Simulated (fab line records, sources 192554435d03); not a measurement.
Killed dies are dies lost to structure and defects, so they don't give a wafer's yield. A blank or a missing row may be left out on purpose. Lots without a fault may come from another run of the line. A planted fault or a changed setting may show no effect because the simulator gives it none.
Which tool did it? | flow n5_finfet | 10 lots, 28 wafers sampled, at 5 steps of a route of 1938

WHAT THE GAUGES READ, wafer by wafer
N5_BEOL_M11_OVL_MEAS_29.
lot  | measured     | on         | V10_OVL (nm)
L320 | day 11 03:42 | overlay-01 | 1.6 1.0 0.8
L323 | day 11 07:54 | overlay-02 | -0.3 0.0 -0.3
L324 | day 11 14:04 | overlay-02 | 0.9 0.1 1.7
L326 | day 11 21:18 | overlay-02 | 0.4 0.6 0.9
L327 | day 12 06:07 | overlay-01 | 0.8 0.0 0.6
L330 | day 12 23:41 | overlay-02 | 0.7 0.7 0.2
L338 | day 15 15:45 | overlay-02 | -0.3 0.8 0.6
L339 | day 15 15:55 | overlay-02 | 0.5 -0.6
L340 | day 15 18:28 | overlay-01 | -0.6 0.3
L342 | day 16 18:50 | overlay-02 | 1.3 0.8 -0.1

N5_BEOL_M12_THK_MEAS_01.
lot  | measured     | on            | M12_ILD_THK (nm)
L320 | day 11 07:37 | film_metro-02 | 653 670 666
L323 | day 11 12:47 | film_metro-02 | 661 673 678
L324 | day 11 17:38 | film_metro-02 | 657 668 661
L326 | day 12 01:01 | film_metro-02 | 645 651 663
L327 | day 12 09:49 | film_metro-01 | 651 652 661
L330 | day 13 04:01 | film_metro-01 | 642 658 641
L338 | day 15 19:34 | film_metro-01 | 658 519 665
L339 | day 15 20:24 | film_metro-01 | 522 663
L340 | day 15 23:42 | film_metro-01 | 520 533
L342 | day 16 21:56 | film_metro-02 | 662 660 665

WHICH TOOL RAN EACH LOT (tool, then ch and the chambers of the sampled wafers, then the start)
lot  | N5_BEOL_M11_ETCH_66                | N5_BEOL_M11_PRE_CLEAN_45     | N5_BEOL_M12_ILD_DEP_00
L320 | rie_diel-06 ch 1,2,3, day 11 03:50 | pvd_sputter-03, day 11 05:26 | pecvd-03 ch 1,2, day 11 07:29
L323 | rie_diel-06 ch 0,1,2, day 11 08:02 | pvd_sputter-01, day 11 09:01 | pecvd-02 ch 0,1, day 11 12:40
L324 | rie_diel-03 ch 2,3, day 11 14:13   | pvd_sputter-02, day 11 15:44 | pecvd-02 ch 1,2, day 11 17:30
L326 | rie_diel-03 ch 0,2, day 11 21:26   | pvd_sputter-03, day 11 22:28 | pecvd-04 ch 0,1, day 12 00:53
L327 | rie_diel-03 ch 0,1,2, day 12 06:15 | pvd_sputter-01, day 12 07:20 | pecvd-04 ch 0,1, day 12 09:41
L330 | rie_diel-06 ch 0,1, day 13 00:32   | pvd_sputter-03, day 13 01:46 | pecvd-04 ch 0,1,2, day 13 03:53
L338 | rie_diel-03 ch 0,1,3, day 15 15:53 | pvd_sputter-02, day 15 17:11 | pecvd-02 ch 0,1,2, day 15 19:26
L339 | rie_diel-03 ch 0,3, day 15 16:25   | pvd_sputter-02, day 15 18:26 | pecvd-02 ch 0,2, day 15 20:19
L340 | rie_diel-01 ch 0,3, day 15 18:45   | pvd_sputter-02, day 15 21:58 | pecvd-02 ch 0,2, day 15 23:34
L342 | rie_diel-06 ch 1,2, day 16 18:59   | pvd_sputter-03, day 16 20:06 | pecvd-03 ch 0,1,2, day 16 21:50
- N5_BEOL_M11_ETCH_66: etches SOC in N2/H2, target depth 120 nm, overetch 24 nm, time 180 s.
- N5_BEOL_M11_PRE_CLEAN_45: time 30 s.
- N5_BEOL_M12_ILD_DEP_00: deposits SiOC from DEMS/O2, target thk 658.92 nm, time 130.7 s.

WHAT THE TOOLS THEMSELVES READ (means of the sampled wafers that have a number; where no wafer has one, the mark that the record gives instead)
N5_BEOL_M11_ETCH_66.
lot  | tool        | drypump_motor_current_A (A) | oes_product_au (a.u.) | rf_vpp_V (V) | showerhead_plenum_p_Torr (Torr) | throttle_valve_pct (%)
L320 | rie_diel-06 | 5.5                         | 0.63                  | 525.5        | 2.58                            | 17.8
L323 | rie_diel-06 | 5.6                         | 0.65                  | 523.5        | 2.51                            | 17.7
L324 | rie_diel-03 | 5.7                         | 0.72                  | 524.6        | 2.57                            | 18.0
L326 | rie_diel-03 | 5.3                         | 0.61                  | 522.5        | 2.52                            | 17.5
L327 | rie_diel-03 | 5.5                         | 0.62                  | 525.2        | 2.60                            | 17.5
L330 | rie_diel-06 | 5.9                         | 0.67                  | 523.9        | 2.53                            | 17.4
L338 | rie_diel-03 | 5.7                         | 0.66                  | 526.5        | 2.65                            | 17.7
L339 | rie_diel-03 | 5.6                         | 0.68                  | 526.5        | 2.65                            | 17.9
L340 | rie_diel-01 | 5.7                         | 0.60                  | 524.0        | 2.54                            | 17.9
L342 | rie_diel-06 | 5.4                         | 0.70                  | 523.1        | 2.52                            | 17.6

N5_BEOL_M11_PRE_CLEAN_45.
lot  | tool           | heater_power_w (W)
L320 | pvd_sputter-03 | 306
L323 | pvd_sputter-01 | 322
L324 | pvd_sputter-02 | 407
L326 | pvd_sputter-03 | 314
L327 | pvd_sputter-01 | 303
L330 | pvd_sputter-03 | 423
L338 | pvd_sputter-02 | 352
L339 | pvd_sputter-02 | 391
L340 | pvd_sputter-02 | 409
L342 | pvd_sputter-03 | 369

N5_BEOL_M12_ILD_DEP_00.
lot  | tool     | heater_power_outer_w (W) | heater_power_w (W) | run_length_s (s) | showerhead_plenum_p_Torr (Torr) | throttle_valve_pct (%)
L320 | pecvd-03 | 217                      | 389                | 175.9            | 5.680                           | 12.1
L323 | pecvd-02 | 267                      | 505                | 175.7            | 5.702                           | 12.3
L324 | pecvd-02 | 271                      | 477                | 175.6            | 5.699                           | 11.8
L326 | pecvd-04 | 248                      | 458                | 175.7            | 5.701                           | 11.8
L327 | pecvd-04 | 250                      | 463                | 175.6            | 5.711                           | 11.9
L330 | pecvd-04 | 245                      | 455                | 175.4            | 5.708                           | 11.7
L338 | pecvd-02 | 250                      | 483                | 166.5            | 5.705                           | 12.0
L339 | pecvd-02 | 305                      | 578                | 161.6            | 5.696                           | 12.3
L340 | pecvd-02 | 270                      | 540                | 148.1            | 5.707                           | 12.2
L342 | pecvd-03 | 208                      | 400                | 176.1            | 5.700                           | 12.0

THE ANSWER, worked out from the rows above alone
Rule: what is usual is taken from the lots themselves. Put in order of their means at a reading, lots are off if they are a third of the lots or fewer, leave a main group of 4 or more, and stand apart from it by a gap of 3 or more times the standard deviation of the main group's means; of several such gaps the widest counts. A main group whose means are all the same, to the digits that the tables above print for the reading, isn't used. A lot without any number at a reading at which 4 lots or more have one is off too. The other lots that the step has rows for count as sound. The gauges are gone through in route order, then the tools' own readings, and for those a lot's mean is taken as printed above. The first step at which some lot is off is used, and at that step the reading that is off furthest; a lot without a number counts as furthest.
Off: L338, L339, L340, at N5_BEOL_M12_THK_MEAS_01 (M12_ILD_THK). The main group: mean 659 nm, standard deviation 7.3.
A tool fits if, at a process step before that reading, it ran every lot that is off, and no sound lot after the first of them. The gauges at N5_BEOL_M12_THK_MEAS_01 aren't tried: what is off there is off at N5_BEOL_M12_ILD_DEP_00 too, on other tools, and a gauge's error can't cause that. Can't be told from this: 2 tools fit, pvd_sputter-02 at N5_BEOL_M11_PRE_CLEAN_45, pecvd-02 at N5_BEOL_M12_ILD_DEP_00.

WHAT THE SIMULATOR HAD PUT IN
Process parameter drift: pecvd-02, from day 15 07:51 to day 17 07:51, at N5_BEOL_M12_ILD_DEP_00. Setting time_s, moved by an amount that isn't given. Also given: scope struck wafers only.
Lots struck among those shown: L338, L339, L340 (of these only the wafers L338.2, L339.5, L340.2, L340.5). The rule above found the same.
